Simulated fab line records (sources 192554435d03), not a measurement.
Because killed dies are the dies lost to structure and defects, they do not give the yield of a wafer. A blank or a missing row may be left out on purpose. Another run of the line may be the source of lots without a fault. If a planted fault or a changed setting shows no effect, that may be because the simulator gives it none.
Chamber matching || flow n5 finfet || N5_MOL_CONTACT_COAG_ETCH_66 on rie diel-03 has 4 sister chambers
The step etches SiARC in CF4, target depth 13 nm, time 21.7 s. 4 wafers are shown with their chamber, then 8 later ones without.

== WAFERS PAIRED WITH THEIR CHAMBERS ==
{"wafer": "L083.1", "chamber": 3, "showerhead plenum p Torr (Torr)": 2.21}
{"wafer": "L083.2", "chamber": 0, "showerhead plenum p Torr (Torr)": 2.24}
{"wafer": "L087.2", "chamber": 1, "showerhead plenum p Torr (Torr)": 2.14}
{"wafer": "L091.2", "chamber": 2, "showerhead plenum p Torr (Torr)": 2.14}

== WAFERS WITH NO CHAMBER GIVEN ==
{"wafer": "L091.3", "showerhead plenum p Torr (Torr)": 2.14}
{"wafer": "L091.4", "showerhead plenum p Torr (Torr)": 2.14}
{"wafer": "L092.1", "showerhead plenum p Torr (Torr)": 2.20}
{"wafer": "L092.2", "showerhead plenum p Torr (Torr)": 2.23}
{"wafer": "L092.5", "showerhead plenum p Torr (Torr)": 2.14}
{"wafer": "L094.2", "showerhead plenum p Torr (Torr)": 2.23}
{"wafer": "L094.5", "showerhead plenum p Torr (Torr)": 2.20}
{"wafer": "L094.6", "showerhead plenum p Torr (Torr)": 2.13}

== WHICH CHAMBER EACH WENT THROUGH ==
{"wafer": "L091.3", "from the rows above": "can't be placed: 1 or 2", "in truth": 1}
{"wafer": "L091.4", "from the rows above": "can't be placed: 1 or 2", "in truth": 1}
{"wafer": "L092.1", "from the rows above": 3, "in truth": 3}
{"wafer": "L092.2", "from the rows above": "can't be placed: 0 or 3", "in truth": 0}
{"wafer": "L092.5", "from the rows above": "can't be placed: 1 or 2", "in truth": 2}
{"wafer": "L094.2", "from the rows above": "can't be placed: 0 or 3", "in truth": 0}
{"wafer": "L094.5", "from the rows above": 3, "in truth": 3}
{"wafer": "L094.6", "from the rows above": "can't be placed: 1 or 2", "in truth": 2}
Placed correctly: 2 of 8. Not placeable from these rows: 6 (in 6, the candidates include the true chamber). Placed wrongly: 0.
How it was worked out, from the rows above alone: a wafer's distance from a chamber is the root of the sum, over the readings, of the square of ((its reading less the chamber's mean) divided by the reading's scatter). The wafer belongs to the nearest chamber; if the next one is less than 2 further off, it can't be placed. A chamber's mean is the mean of its shown wafers. The scatter (one wafer shown for each chamber): square how far every hidden wafer sits from the nearest shown wafer, average those squares and take the square root.
